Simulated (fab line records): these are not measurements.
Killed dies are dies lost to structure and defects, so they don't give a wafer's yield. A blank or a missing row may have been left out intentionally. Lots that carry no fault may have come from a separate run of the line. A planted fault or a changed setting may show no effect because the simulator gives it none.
Chamber matching | flow nandHarc | NHARC_A_STAIRCASE_DESCUM_252 on rieDiel-13 has 4 sister chambers
The step chemistry O2, time 3 s. 16 wafers are shown with their chamber, then 8 later ones without.

## WAFERS WITH THEIR CHAMBER
wafer  | chamber | showerheadPlenumPTorr (Torr) | drypumpMotorCurrentA (A) | oesProductAu (a.u.)
L074.1 | 2       | 1.93                         | 5.9                      | 0.992
L074.5 | 1       | 1.78                         | 6.5                      | 1.002
L074.6 | 0       | 1.93                         | 6.0                      | 0.998
L077.1 | 0       | 1.92                         | 6.0                      | 1.000
L077.2 | 2       | 1.93                         | 6.0                      | 0.986
L077.6 | 2       | 1.93                         | 6.0                      | 0.992
L078.2 | 3       | 1.83                         | 6.6                      | 0.992
L078.4 | 1       | 1.78                         | 6.4                      | 1.005
L078.5 | 2       | 1.92                         | 6.0                      | 0.996
L080.1 | 2       | 1.92                         | 6.0                      | 0.982
L080.4 | 2       | 1.92                         | 5.9                      | 0.988
L080.5 | 3       | 1.83                         | 6.6                      | 0.993
L079.3 | 3       | 1.83                         | 6.6                      | 0.995
L079.5 | 1       | 1.77                         | 6.4                      | 0.988
L079.6 | 3       | 1.83                         | 6.6                      | 0.991
L083.1 | 1       | 1.77                         | 6.4                      | 0.998

SIGNATURES (averages over the wafers above)
reading               | chamber 0 | chamber 1 | chamber 2 | chamber 3 | scatter within a chamber
showerheadPlenumPTorr | 1.9250    | 1.7750    | 1.9250    | 1.8300    | 0.005
drypumpMotorCurrentA  | 6.000     | 6.425     | 5.967     | 6.600     | 0.0417
oesProductAu          | 0.99900   | 0.99825   | 0.98933   | 0.99275   | 0.00501
Rule: for a wafer and a chamber, the distance is found by dividing, reading by reading, the gap between the wafer's reading and the chamber's mean by the reading's scatter, squaring, summing and taking the root. The wafer belongs to the nearest chamber; if the next one is less than 2 further off, it can't be placed. How the scatter is found: for the shown wafers, subtract from each reading the mean of its chamber, square and add these, divide the total by (wafers less chambers), then take the root.

## WAFERS WITHOUT THEIR CHAMBER
wafer  | showerheadPlenumPTorr (Torr) | drypumpMotorCurrentA (A) | oesProductAu (a.u.)
L083.4 | 1.82                         | 6.6                      | 0.982
L083.5 | 1.82                         | 6.6                      | 0.993
L086.2 | 1.92                         | 6.0                      | 0.995
L086.4 | 1.77                         | 6.4                      | 0.992
L086.5 | 1.82                         | 6.6                      | 0.999
L093.1 | 1.91                         | 6.0                      | 0.992
L093.5 | 1.91                         | 6.0                      | 1.005
L093.6 | 1.91                         | 6.0                      | 0.991

## EACH ONE'S CHAMBER
wafer  | from the rows above     | in truth
L083.4 | 3                       | 3
L083.5 | 3                       | 3
L086.2 | can't be placed: 0 or 2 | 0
L086.4 | 1                       | 1
L086.5 | 3                       | 3
L093.1 | can't be placed: 2 or 0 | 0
L093.5 | can't be placed: 0 or 2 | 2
L093.6 | can't be placed: 2 or 0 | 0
Correctly placed: 4 of 8. These rows do not allow placing 4 (true chamber among the candidates in 4). 0 placed wrongly.
